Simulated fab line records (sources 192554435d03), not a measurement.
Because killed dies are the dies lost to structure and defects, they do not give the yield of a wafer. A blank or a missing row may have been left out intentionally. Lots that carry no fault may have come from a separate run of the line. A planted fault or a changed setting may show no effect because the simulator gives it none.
What tool caused it? / flow n5_finfet / 10 lots, 30 wafers sampled, at 4 steps of a route of 1938

## WHAT THE GAUGES SHOWED, per wafer
N5_BEOL_M4_RC_MEAS_101.
lot=L728; measured=day 9 00:48; on=prober-02; RS_PWELL (ohm/sq)=2993 2985 2994
lot=L730; measured=day 13 19:13; on=prober-01; RS_PWELL (ohm/sq)=2999 3038 2993
lot=L732; measured=day 10 23:41; on=prober-02; RS_PWELL (ohm/sq)=3061 3033 3031
lot=L733; measured=day 11 22:34; on=prober-01; RS_PWELL (ohm/sq)=3015 3027 3036
lot=L736; measured=day 12 12:19; on=prober-01; RS_PWELL (ohm/sq)=2744 2755 2726
lot=L737; measured=day 12 18:04; on=prober-02; RS_PWELL (ohm/sq)=2721 2707 2729
lot=L738; measured=day 13 03:38; on=prober-02; RS_PWELL (ohm/sq)=3022 2984 2970
lot=L739; measured=day 13 09:31; on=prober-01; RS_PWELL (ohm/sq)=3000 2983 3009
lot=L750; measured=day 15 08:19; on=prober-01; RS_PWELL (ohm/sq)=3036 3052 3038
lot=L751; measured=day 15 11:02; on=prober-02; RS_PWELL (ohm/sq)=3016 3030 3030

## WHICH TOOL RAN EACH LOT (tool, then ch and the chambers of the sampled wafers, then the start)
lot=L728; N5_WELL_APT_IMPLANT_32=implanter-01 ch 0, day 1 15:26; N5_PMOS_HMC_CHANNEL_EPI_CMP_21=cmp-03 ch 0,1,3, day 1 19:16; N5_PMOS_HMC_CHANNEL_EPI_EPI_26=epi_rpcvd-03 ch 0, day 1 19:35
lot=L730; N5_WELL_APT_IMPLANT_32=implanter-02 ch 0, day 2 03:14; N5_PMOS_HMC_CHANNEL_EPI_CMP_21=cmp-03 ch 2,3, day 2 07:26; N5_PMOS_HMC_CHANNEL_EPI_EPI_26=epi_rpcvd-03 ch 0, day 2 07:56
lot=L732; N5_WELL_APT_IMPLANT_32=implanter-02 ch 0, day 2 15:39; N5_PMOS_HMC_CHANNEL_EPI_CMP_21=cmp-01 ch 0,2, day 2 19:37; N5_PMOS_HMC_CHANNEL_EPI_EPI_26=epi_rpcvd-01 ch 0, day 2 20:05
lot=L733; N5_WELL_APT_IMPLANT_32=implanter-02 ch 0, day 2 21:49; N5_PMOS_HMC_CHANNEL_EPI_CMP_21=cmp-01 ch 0,3, day 3 01:41; N5_PMOS_HMC_CHANNEL_EPI_EPI_26=epi_rpcvd-03 ch 0, day 3 02:05
lot=L736; N5_WELL_APT_IMPLANT_32=implanter-02 ch 0, day 3 15:25; N5_PMOS_HMC_CHANNEL_EPI_CMP_21=cmp-01 ch 1,2,3, day 3 19:49; N5_PMOS_HMC_CHANNEL_EPI_EPI_26=epi_rpcvd-01 ch 0, day 3 20:20
lot=L737; N5_WELL_APT_IMPLANT_32=implanter-02 ch 0, day 3 21:13; N5_PMOS_HMC_CHANNEL_EPI_CMP_21=cmp-01 ch 2,3, day 4 01:17; N5_PMOS_HMC_CHANNEL_EPI_EPI_26=epi_rpcvd-04 ch 0, day 4 01:55
lot=L738; N5_WELL_APT_IMPLANT_32=implanter-01 ch 0, day 4 03:27; N5_PMOS_HMC_CHANNEL_EPI_CMP_21=cmp-01 ch 0,2,3, day 4 07:11; N5_PMOS_HMC_CHANNEL_EPI_EPI_26=epi_rpcvd-01 ch 0, day 4 07:36
lot=L739; N5_WELL_APT_IMPLANT_32=implanter-01 ch 0, day 4 09:14; N5_PMOS_HMC_CHANNEL_EPI_CMP_21=cmp-02 ch 0,1,3, day 4 13:09; N5_PMOS_HMC_CHANNEL_EPI_EPI_26=epi_rpcvd-04 ch 0, day 4 13:31
lot=L750; N5_WELL_APT_IMPLANT_32=implanter-02 ch 0, day 7 04:14; N5_PMOS_HMC_CHANNEL_EPI_CMP_21=cmp-01 ch 0,1,2, day 7 08:34; N5_PMOS_HMC_CHANNEL_EPI_EPI_26=epi_rpcvd-01 ch 0, day 7 10:44
lot=L751; N5_WELL_APT_IMPLANT_32=implanter-02 ch 0, day 7 09:18; N5_PMOS_HMC_CHANNEL_EPI_CMP_21=cmp-03 ch 0,2,3, day 7 14:13; N5_PMOS_HMC_CHANNEL_EPI_EPI_26=epi_rpcvd-04 ch 0, day 7 14:33
- N5_WELL_APT_IMPLANT_32
- N5_PMOS_HMC_CHANNEL_EPI_CMP_21: polishes SiGe30, target thk 54 nm.
- N5_PMOS_HMC_CHANNEL_EPI_EPI_26: deposits Si from SiH4/H2, target thk 3.8 nm, time 22.7 s.

## THE ANSWER, worked out from the rows above alone
Rule: usual is defined by the lots themselves. Put in order of their means at a reading, lots are off if they are a third of the lots or fewer, leave a main group of 4 or more, and stand apart from it by a gap of 3 or more times the standard deviation of the main group's means; of several such gaps the widest counts. A main group is skipped when, at the precision printed for the reading in the tables above, its means are all equal. Also off: a lot with no number at a reading for which 4 or more lots have one. Where the step has rows for the other lots, those lots are counted as sound.
Off: L736, L737, at N5_BEOL_M4_RC_MEAS_101 (RS_PWELL). The main group: mean 3016 ohm/sq, standard deviation 20.
If a tool, at a process step before that reading, ran all the lots that are off and no sound lot after the first of them, it fits. Those tools and the gauges at N5_BEOL_M4_RC_MEAS_101 are tried in the same way. None of those tried fits.

## WHAT HAD BEEN PUT IN BY THE SIMULATOR
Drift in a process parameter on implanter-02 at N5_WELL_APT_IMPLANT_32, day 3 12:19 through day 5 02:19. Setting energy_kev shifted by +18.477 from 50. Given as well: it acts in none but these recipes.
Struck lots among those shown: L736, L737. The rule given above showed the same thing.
